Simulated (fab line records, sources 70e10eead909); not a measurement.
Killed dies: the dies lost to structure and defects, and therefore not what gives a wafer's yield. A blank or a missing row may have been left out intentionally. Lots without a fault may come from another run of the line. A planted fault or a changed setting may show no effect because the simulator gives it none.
Matching of chambers | flow nand harc | NHARC_A_M1_STRIP_18 on rie diel-01 has 4 sister chambers
The step strips in N2/H2. 16 wafers are shown with their chamber, then 8 later ones without.

== WAFERS WITH THEIR CHAMBER ==
wafer  | chamber | showerhead plenum p Torr (Torr) | drypump motor current A (A) | oes product au (a.u.)
L084.3 | 1       | 1.97                            | 5.6                         | 0.994
L084.5 | 0       | 2.17                            | 6.4                         | 1.010
L084.6 | 3       | 1.97                            | 6.5                         | 1.013
L086.1 | 1       | 1.96                            | 5.6                         | 0.984
L086.3 | 0       | 2.17                            | 6.4                         | 1.006
L086.6 | 3       | 1.97                            | 6.5                         | 1.004
L087.2 | 3       | 1.97                            | 6.5                         | 1.000
L087.3 | 1       | 1.96                            | 5.5                         | 0.992
L087.5 | 1       | 1.96                            | 5.6                         | 0.993
L085.2 | 0       | 2.17                            | 6.4                         | 1.010
L085.3 | 2       | 2.04                            | 5.4                         | 1.003
L085.5 | 0       | 2.17                            | 6.4                         | 1.018
L088.2 | 1       | 1.96                            | 5.6                         | 0.994
L088.3 | 0       | 2.17                            | 6.4                         | 1.023
L088.6 | 0       | 2.17                            | 6.4                         | 1.014
L089.2 | 0       | 2.17                            | 6.4                         | 1.008

SIGNATURES, as means of the wafers listed above
reading                  | chamber 0 | chamber 1 | chamber 2 | chamber 3 | scatter within a chamber
showerhead plenum p Torr | 2.1700    | 1.9620    | 2.0400    | 1.9700    | 0.00258
drypump motor current A  | 6.400     | 5.580     | 5.400     | 6.500     | 0.0258
oes product au           | 1.01271   | 0.99140   | 1.00300   | 1.00567   | 0.00561
Rule: distance of a wafer from a chamber = root of the sum over the readings of ((wafer's reading minus chamber's mean) / reading's scatter) squared. The wafer belongs to the nearest chamber; if the next one is less than 2 further off, it can't be placed. How the scatter is found: for the shown wafers, subtract from each reading the mean of its chamber, square and add these, divide the total by (wafers less chambers), then take the root.

== WAFERS MISSING THEIR CHAMBER ==
wafer  | showerhead plenum p Torr (Torr) | drypump motor current A (A) | oes product au (a.u.)
L089.3 | 1.96                            | 5.5                         | 0.983
L089.4 | 2.04                            | 5.4                         | 0.991
L094.2 | 2.17                            | 6.4                         | 1.008
L094.3 | 1.97                            | 6.5                         | 1.003
L094.5 | 2.03                            | 5.4                         | 0.989
L095.3 | 1.96                            | 5.5                         | 0.991
L095.4 | 2.17                            | 6.4                         | 1.010
L095.5 | 1.96                            | 5.5                         | 0.996

== EACH ONE'S CHAMBER ==
wafer  | from the rows above | in truth
L089.3 | 1                   | 1
L089.4 | 2                   | 2
L094.2 | 0                   | 0
L094.3 | 3                   | 3
L094.5 | 2                   | 2
L095.3 | 1                   | 1
L095.4 | 0                   | 0
L095.5 | 1                   | 1
Correctly placed: 8 of 8. Left unplaced by these rows: 0. Wrongly placed: 0.
